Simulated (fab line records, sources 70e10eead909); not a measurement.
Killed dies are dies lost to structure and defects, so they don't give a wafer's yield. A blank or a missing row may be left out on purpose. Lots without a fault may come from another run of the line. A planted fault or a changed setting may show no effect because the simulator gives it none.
Which tool did it? | flow nand_harc | 6 lots, 18 wafers sampled, at 5 steps of a route of 1159

WHAT THE GAUGES READ, wafer by wafer
NHARC_END_SORT_01.
lot  | measured     | on        | killed_at_periphery
L758 | day 22 13:28 | prober-02 | 7 8 5
L763 | day 23 12:43 | prober-01 | 315 340 328

WHICH TOOL RAN EACH LOT (tool, then ch and the chambers of the sampled wafers, then the start)
lot  | NHARC_P_M1_ECD_22              | NHARC_A_M1_CMP_23             | NHARC_A_BONDPAD_DEGAS_25     | NHARC_A_BONDPAD_ANNEAL_28
L749 | ecd_cu-01 ch 0,1, day 6 19:34  | cmp-04 ch 0,2, day 18 09:04   | pvd_sputter-02, day 18 12:51 | rtp_anneal-02 ch 0, day 18 13:39
L752 | ecd_cu-01 ch 0,1, day 7 11:22  | cmp-03 ch 0,3, day 19 15:34   | pvd_sputter-02, day 19 18:58 | rtp_anneal-02 ch 0, day 19 19:44
L755 | ecd_cu-01 ch 0,1, day 8 04:49  | cmp-04 ch 0,3, day 20 01:48   | pvd_sputter-02, day 20 05:22 | rtp_anneal-02 ch 0, day 20 06:11
L758 | ecd_cu-02 ch 0,1, day 9 07:27  | cmp-02 ch 0,2,3, day 21 01:08 | pvd_sputter-01, day 21 04:35 | rtp_anneal-01 ch 0, day 21 05:19
L763 | ecd_cu-01 ch 1, day 10 10:30   | cmp-02 ch 1,2, day 22 02:16   | pvd_sputter-02, day 22 05:52 | rtp_anneal-01 ch 0, day 22 06:38
L769 | ecd_cu-02 ch 0,1, day 11 11:43 | cmp-04 ch 1,2,3, day 22 21:40 | pvd_sputter-03, day 23 01:26 | rtp_anneal-01 ch 0, day 23 02:09
- NHARC_P_M1_ECD_22: material Cu, target thk 400 nm.
- NHARC_A_M1_CMP_23: polishes, t overpolish 20 s, target thk 154.34 nm.
- NHARC_A_BONDPAD_DEGAS_25: time 60 s.
- NHARC_A_BONDPAD_ANNEAL_28: time 90 s.

THE ANSWER, worked out from the rows above alone
Rule: what is usual is taken from the lots themselves. Put in order of their means at a reading, lots are off if they are a third of the lots or fewer, leave a main group of 4 or more, and stand apart from it by a gap of 3 or more times the standard deviation of the main group's means; of several such gaps the widest counts. A main group whose means are all the same, to the digits that the tables above print for the reading, isn't used. A lot without any number at a reading at which 4 lots or more have one is off too. The other lots that the step has rows for count as sound.
No lot is off at any reading shown: from this, nothing can be told.

WHAT THE SIMULATOR HAD PUT IN
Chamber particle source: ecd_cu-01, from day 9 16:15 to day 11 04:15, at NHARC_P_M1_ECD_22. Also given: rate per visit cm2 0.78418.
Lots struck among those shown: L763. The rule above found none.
